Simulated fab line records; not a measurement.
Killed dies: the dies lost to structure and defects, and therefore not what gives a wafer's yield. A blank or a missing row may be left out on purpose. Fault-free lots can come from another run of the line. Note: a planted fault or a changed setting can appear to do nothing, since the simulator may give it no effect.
Which of the tools did it?	flow nand harc	72 wafers from 24 lots sampled at 6 of the route's 1159 steps

## WHAT THE GAUGES SHOWED, per wafer
The record holds no reading of a measuring or inspecting step that can be judged against a usual standard deviation.

## WHICH TOOL RAN EACH LOT (tool, then ch and the chambers of the sampled wafers, then the start)
lot	NHARC_A_STAIRCASE_ETCH_192	NHARC_A_STAIRCASE_TRIM_198	NHARC_A_STAIRCASE_ETCH_201	NHARC_A_STAIRCASE_ETCH_221	NHARC_A_STAIRCASE_TRIM_222	NHARC_A_STAIRCASE_TRIM_235
L074	rie diel-03 ch 0,1,3, no start	rie diel-11 ch 0,1,3, no start	rie diel-11 ch 1,2,3, no start	rie diel-07 ch 1,2,3, no start	rie diel-07 ch 0,1,2, no start	rie diel-07 ch 1,2,3, no start
L075	rie diel-07 ch 2,3, no start	rie diel-07 ch 0,2,3, no start	rie diel-07 ch 0,2,3, no start	rie diel-07 ch 0,1,3, no start	rie diel-07 ch 2,3, no start	rie diel-07 ch 0,3, no start
L076	rie diel-03 ch 0,1,2, no start	rie diel-07 ch 0,2,3, no start	rie diel-07 ch 0,2,3, no start	rie diel-11 ch 0,1,3, no start	rie diel-11 ch 0,1,2, no start	rie diel-11 ch 0,2,3, no start
L077	rie diel-03 ch 1,3, no start	rie diel-11 ch 0,2, no start	rie diel-11 ch 0,1,3, no start	rie diel-03 ch 0,2,3, no start	rie diel-03 ch 0,1,3, no start	rie diel-11 ch 0,1,3, no start
L080	rie diel-03 ch 0,1,3, no start	rie diel-11 ch 0,1,2, no start	rie diel-11 ch 0,2,3, no start	rie diel-07 ch 0,1,2, no start	rie diel-07 ch 0,1,2, no start	rie diel-03 ch 1,2, no start
L079	rie diel-11 ch 2,3, no start	rie diel-07 ch 2,3, no start	rie diel-07 ch 1,2,3, no start	rie diel-03 ch 1,2,3, no start	rie diel-03 ch 1,2, no start	rie diel-07 ch 0,2,3, no start
L078	rie diel-11 ch 0,2,3, no start	rie diel-11 ch 1,2,3, no start	rie diel-11 ch 2,3, no start	rie diel-07 ch 0,3, no start	rie diel-07 ch 0,1,2, no start	rie diel-07 ch 1,2,3, no start
L081	rie diel-03 ch 1,2,3, no start	rie diel-03 ch 1,3, no start	rie diel-03 ch 1,2, no start	rie diel-07 ch 1,2,3, no start	rie diel-07 ch 2,3, no start	rie diel-07 ch 1,2,3, no start
L082	rie diel-07 ch 1,2,3, no start	rie diel-07 ch 1,2,3, no start	rie diel-07 ch 0,2, no start	rie diel-03 ch 0,1, no start	rie diel-03 ch 1,3, no start	rie diel-07 ch 1,2, no start
L083	rie diel-03 ch 0,1,3, no start	rie diel-07 ch 1,2,3, no start	rie diel-07 ch 1,2, no start	rie diel-07 ch 0,1,3, no start	rie diel-07 ch 0,1, no start	rie diel-07 ch 0,1,3, no start
L084	rie diel-07 ch 0,1, no start	rie diel-07 ch 2,3, no start	rie diel-07 ch 0,2,3, no start	rie diel-11 ch 1,2, no start	rie diel-11 ch 1,2,3, no start	rie diel-11 ch 1,2, no start
L085	rie diel-03 ch 1,3, no start	rie diel-07 ch 0,2,3, no start	rie diel-07 ch 0,1,3, no start	rie diel-03 ch 1,3, no start	rie diel-03 ch 0,3, no start	rie diel-03 ch 1,3, no start
L086	rie diel-11 ch 0,1,2, no start	rie diel-11 ch 0,2,3, no start	rie diel-11 ch 1,2,3, no start	rie diel-07 ch 0,1,2, no start	rie diel-07 ch 0,2,3, no start	rie diel-07 ch 0,1,2, no start
L087	rie diel-07 ch 0,2,3, no start	rie diel-07 ch 0,1,3, no start	rie diel-07 ch 0,2,3, no start	rie diel-03 ch 0,1,3, no start	rie diel-03 ch 0,1,3, no start	rie diel-11 ch 2,3, no start
L089	rie diel-11 ch 2,3, no start	rie diel-11 ch 0,3, no start	rie diel-11 ch 0,1,3, no start	rie diel-11 ch 0,3, no start	rie diel-11 ch 1,3, no start	rie diel-07 ch 1,2, no start
L088	rie diel-03 ch 0,1,2, no start	rie diel-03 ch 0,2,3, no start	rie diel-03 ch 0,1,3, no start	rie diel-11 ch 0,1,3, no start	rie diel-11 ch 0,3, no start	rie diel-11 ch 0,1,3, no start
L091	rie diel-07 ch 0,1,3, no start	rie diel-07 ch 0,1,3, no start	rie diel-07 ch 0,1,3, no start	rie diel-03 ch 1,2,3, no start	rie diel-03 ch 1,2,3, no start	rie diel-07 ch 1,2,3, no start
L093	rie diel-03 ch 0,1,2, no start	rie diel-03 ch 1,2, no start	rie diel-03 ch 0,2,3, no start	rie diel-07 ch 0,3, no start	rie diel-07 ch 0,1,3, no start	rie diel-07 ch 0,1,2, no start
L092	rie diel-11 ch 1,2,3, no start	rie diel-03 ch 1,2,3, no start	rie diel-03 ch 0,1,2, no start	rie diel-03 ch 0,2,3, no start	rie diel-03 ch 0,2, no start	rie diel-03 ch 0,2, no start
L090	rie diel-11 ch 1,2,3, no start	rie diel-11 ch 0,1,2, no start	rie diel-11 ch 0,2,3, no start	rie diel-07 ch 0,1, no start	rie diel-07 ch 1,2,3, no start	rie diel-07 ch 0,1, no start
L094	rie diel-07 ch 1,2,3, no start	rie diel-03 ch 0,1,2, no start	rie diel-03 ch 0,1,2, no start	rie diel-11 ch 0,2,3, no start	rie diel-11 ch 0,1,2, no start	rie diel-07 ch 0,1,3, no start
L095	rie diel-03 ch 2,3, no start	rie diel-03 ch 0,1,2, no start	rie diel-03 ch 0,2,3, no start	rie diel-03 ch 2,3, no start	rie diel-03 ch 0,1,3, no start	rie diel-03 ch 2,3, no start
L096	rie diel-03 ch 0,2,3, no start	rie diel-11 ch 0,3, no start	rie diel-11 ch 0,2,3, no start	rie diel-07 ch 0,3, no start	rie diel-07 ch 0,1,2, no start	rie diel-07 ch 0,3, no start
L097	rie diel-07 ch 0,1,2, no start	rie diel-07 ch 1,2,3, no start	rie diel-07 ch 0,1,2, no start	rie diel-03 ch 0,1,2, no start	rie diel-03 ch 0,2,3, no start	rie diel-03 ch 1,2,3, no start
- NHARC_A_STAIRCASE_ETCH_192: etches the open film in C4F8/O2, target depth 100 nm, time 40.5 s.
- NHARC_A_STAIRCASE_TRIM_198: chemistry O2, time 211.2 s.
- NHARC_A_STAIRCASE_ETCH_201: etches the open film in C4F8/O2, target depth 100 nm, time 40.5 s.
- NHARC_A_STAIRCASE_ETCH_221: etches the open film in C4F8/O2, target depth 100 nm, time 40.5 s.
- NHARC_A_STAIRCASE_TRIM_222: chemistry O2, time 211.2 s.
- NHARC_A_STAIRCASE_TRIM_235: chemistry O2, time 211.2 s.

## AS READ BY THE TOOLS THEMSELVES (means over the sampled wafers that have a number; for cases with no such wafer, the mark the record gives instead)
NHARC_A_STAIRCASE_ETCH_192.
lot	tool	oes product au (a.u.)	rf vpp V (V)
L074	rie diel-03	0.951	899
L075	rie diel-07	0.931	896
L076	rie diel-03	0.958	901
L077	rie diel-03	0.942	897
L080	rie diel-03	0.943	899
L079	rie diel-11	0.933	891
L078	rie diel-11	0.944	892
L081	rie diel-03	0.939	900
L082	rie diel-07	0.943	895
L083	rie diel-03	0.931	898
L084	rie diel-07	0.939	897
L085	rie diel-03	0.937	896
L086	rie diel-11	0.931	894
L087	rie diel-07	0.943	896
L089	rie diel-11	0.929	889
L088	rie diel-03	0.941	900
L091	rie diel-07	0.946	897
L093	rie diel-03	0.940	900
L092	rie diel-11	0.941	893
L090	rie diel-11	0.936	892
L094	rie diel-07	0.954	895
L095	rie diel-03	0.927	899
L096	rie diel-03	0.942	899
L097	rie diel-07	0.968	895

NHARC_A_STAIRCASE_TRIM_198.
lot	tool	drypump motor current A (A)	oes product au (a.u.)	rf vpp V (V)	showerhead plenum p Torr (Torr)	throttle valve pct (%)
L074	rie diel-11	6.0	0.986	57.5	3.51	17.034
L075	rie diel-07	5.5	0.989	58.0	3.54	17.032
L076	rie diel-07	5.5	0.993	57.7	3.54	17.032
L077	rie diel-11	5.8	1.000	57.0	3.39	17.038
L080	rie diel-11	6.0	1.001	57.6	3.48	17.035
L079	rie diel-07	5.5	0.997	58.2	3.52	17.039
L078	rie diel-11	5.8	1.005	57.4	3.46	17.037
L081	rie diel-03	5.5	0.989	58.7	3.58	17.043
L082	rie diel-07	6.0	1.000	56.5	3.50	17.031
L083	rie diel-07	6.0	0.996	58.3	3.50	17.033
L084	rie diel-07	5.5	0.992	57.4	3.51	17.039
L085	rie diel-07	5.5	1.004	58.0	3.53	17.029
L086	rie diel-11	5.7	0.989	57.6	3.40	17.036
L087	rie diel-07	5.7	1.000	57.6	3.55	17.031
L089	rie diel-11	5.6	0.980	57.5	3.41	17.038
L088	rie diel-03	6.0	1.003	58.0	3.61	17.035
L091	rie diel-07	5.7	0.998	57.3	3.55	17.039
L093	rie diel-03	5.1	0.998	58.1	3.65	17.032
L092	rie diel-03	5.8	1.008	58.0	3.60	17.034
L090	rie diel-11	6.0	0.992	57.7	3.46	17.039
L094	rie diel-03	5.4	1.004	58.0	3.66	17.034
L095	rie diel-03	5.4	1.005	57.5	3.65	17.041
L096	rie diel-11	5.6	0.996	57.5	3.41	17.037
L097	rie diel-07	6.0	1.012	58.2	3.48	17.034

NHARC_A_STAIRCASE_ETCH_201.
lot	tool	oes product au (a.u.)	rf vpp V (V)
L074	rie diel-11	0.943	893
L075	rie diel-07	0.926	897
L076	rie diel-07	0.942	896
L077	rie diel-11	0.936	895
L080	rie diel-11	0.952	892
L079	rie diel-07	0.954	896
L078	rie diel-11	0.925	891
L081	rie diel-03	0.926	900
L082	rie diel-07	0.946	895
L083	rie diel-07	0.957	895
L084	rie diel-07	0.952	896
L085	rie diel-07	0.950	896
L086	rie diel-11	0.932	893
L087	rie diel-07	0.953	896
L089	rie diel-11	0.935	895
L088	rie diel-03	0.965	898
L091	rie diel-07	0.951	896
L093	rie diel-03	0.952	899
L092	rie diel-03	0.936	900
L090	rie diel-11	0.949	891
L094	rie diel-03	0.947	901
L095	rie diel-03	0.953	897
L096	rie diel-11	0.946	890
L097	rie diel-07	0.943	895

NHARC_A_STAIRCASE_ETCH_221.
lot	tool	oes product au (a.u.)	rf vpp V (V)
L074	rie diel-07	0.951	895
L075	rie diel-07	0.948	898
L076	rie diel-11	0.920	895
L077	rie diel-03	0.957	900
L080	rie diel-07	0.952	896
L079	rie diel-03	0.934	898
L078	rie diel-07	0.940	898
L081	rie diel-07	0.951	895
L082	rie diel-03	0.939	900
L083	rie diel-07	0.950	897
L084	rie diel-11	0.928	896
L085	rie diel-03	0.935	896
L086	rie diel-07	0.963	896
L087	rie diel-03	0.951	898
L089	rie diel-11	0.917	892
L088	rie diel-11	0.932	895
L091	rie diel-03	0.960	898
L093	rie diel-07	0.959	897
L092	rie diel-03	0.934	899
L090	rie diel-07	0.949	897
L094	rie diel-11	0.944	891
L095	rie diel-03	0.934	898
L096	rie diel-07	0.936	897
L097	rie diel-03	0.915	900

NHARC_A_STAIRCASE_TRIM_222.
lot	tool	drypump motor current A (A)	oes product au (a.u.)	rf vpp V (V)	showerhead plenum p Torr (Torr)	throttle valve pct (%)
L074	rie diel-07	6.1	1.020	58.6	3.53	17.037
L075	rie diel-07	5.9	0.991	58.8	3.49	17.039
L076	rie diel-11	6.0	0.998	57.6	3.48	17.037
L077	rie diel-03	5.8	1.009	58.1	3.60	17.039
L080	rie diel-07	6.1	1.008	58.7	3.53	17.036
L079	rie diel-03	5.2	0.993	58.1	3.66	17.028
L078	rie diel-07	6.1	1.007	57.3	3.53	17.042
L081	rie diel-07	5.5	0.992	57.4	3.52	17.033
L082	rie diel-03	6.1	0.999	57.8	3.53	17.039
L083	rie diel-07	5.7	1.012	57.3	3.58	17.045
L084	rie diel-11	5.8	0.998	57.0	3.45	17.036
L085	rie diel-03	6.0	1.010	58.4	3.61	17.038
L086	rie diel-07	5.5	1.001	57.8	3.53	17.042
L087	rie diel-03	5.8	1.015	57.9	3.59	17.037
L089	rie diel-11	6.1	0.992	58.0	3.54	17.032
L088	rie diel-11	5.6	0.986	57.2	3.41	17.033
L091	rie diel-03	5.8	1.006	58.1	3.60	17.024
L093	rie diel-07	5.7	1.003	57.9	3.55	17.031
L092	rie diel-03	5.6	1.011	58.1	3.69	17.041
L090	rie diel-07	6.0	1.004	57.2	3.49	17.041
L094	rie diel-11	6.1	0.995	58.6	3.46	17.046
L095	rie diel-03	5.7	1.006	58.2	3.58	17.040
L096	rie diel-07	6.0	1.012	57.8	3.50	17.033
L097	rie diel-03	6.0	1.008	58.3	3.60	17.040

NHARC_A_STAIRCASE_TRIM_235.
lot	tool	drypump motor current A (A)	oes product au (a.u.)	rf vpp V (V)	showerhead plenum p Torr (Torr)	throttle valve pct (%)
L074	rie diel-07	6.0	1.001	57.6	3.51	17.037
L075	rie diel-07	5.3	1.001	57.8	3.60	17.040
L076	rie diel-11	5.7	0.997	57.8	3.41	17.034
L077	rie diel-11	6.0	0.980	57.9	3.50	17.025
L080	rie diel-03	5.1	0.988	58.7	3.66	17.037
L079	rie diel-07	5.5	0.998	57.3	3.54	17.034
L078	rie diel-07	6.0	1.006	58.4	3.50	17.049
L081	rie diel-07	6.0	1.000	57.4	3.50	17.035
L082	rie diel-07	6.3	1.002	58.0	3.47	17.031
L083	rie diel-07	5.7	1.005	57.8	3.55	17.034
L084	rie diel-11	6.1	1.006	57.4	3.52	17.035
L085	rie diel-03	6.2	1.006	57.3	3.53	17.034
L086	rie diel-07	6.1	1.019	56.8	3.52	17.039
L087	rie diel-11	5.5	0.995	57.8	3.35	17.049
L089	rie diel-07	6.5	1.014	57.8	3.48	17.039
L088	rie diel-11	6.0	0.991	57.9	3.49	17.029
L091	rie diel-07	6.0	0.994	58.6	3.49	17.028
L093	rie diel-07	6.1	1.008	57.6	3.51	17.046
L092	rie diel-03	5.6	1.010	58.2	3.67	17.030
L090	rie diel-07	6.2	1.021	57.8	3.53	17.038
L094	rie diel-07	5.7	1.000	57.6	3.54	17.037
L095	rie diel-03	6.0	1.006	57.5	3.62	17.036
L096	rie diel-07	5.2	1.001	57.8	3.55	17.044
L097	rie diel-03	5.8	1.004	58.2	3.59	17.035

## THE ANSWER, worked out from the rows above alone
Rule: the lots themselves supply what counts as usual. Put in order of their means at a reading, lots are off if they are a third of the lots or fewer, leave a main group of 4 or more, and stand apart from it by a gap of 3 or more times the standard deviation of the main group's means; of several such gaps the widest counts. A main group is skipped when, at the precision printed for the reading in the tables above, its means are all equal. Also off: a lot with no number at a reading for which 4 or more lots have one. Any other lot the step has rows for is counted as sound. Order of review: gauges by route order, followed by the tools' own readings, for which a lot's mean as printed above is used. At the first step where some lot is off, the reading lying furthest off is the one used; lots without a number count as furthest.
No lot is off on any of the readings shown, so nothing can be concluded from this.

## WHAT THE SIMULATOR HAD PUT IN
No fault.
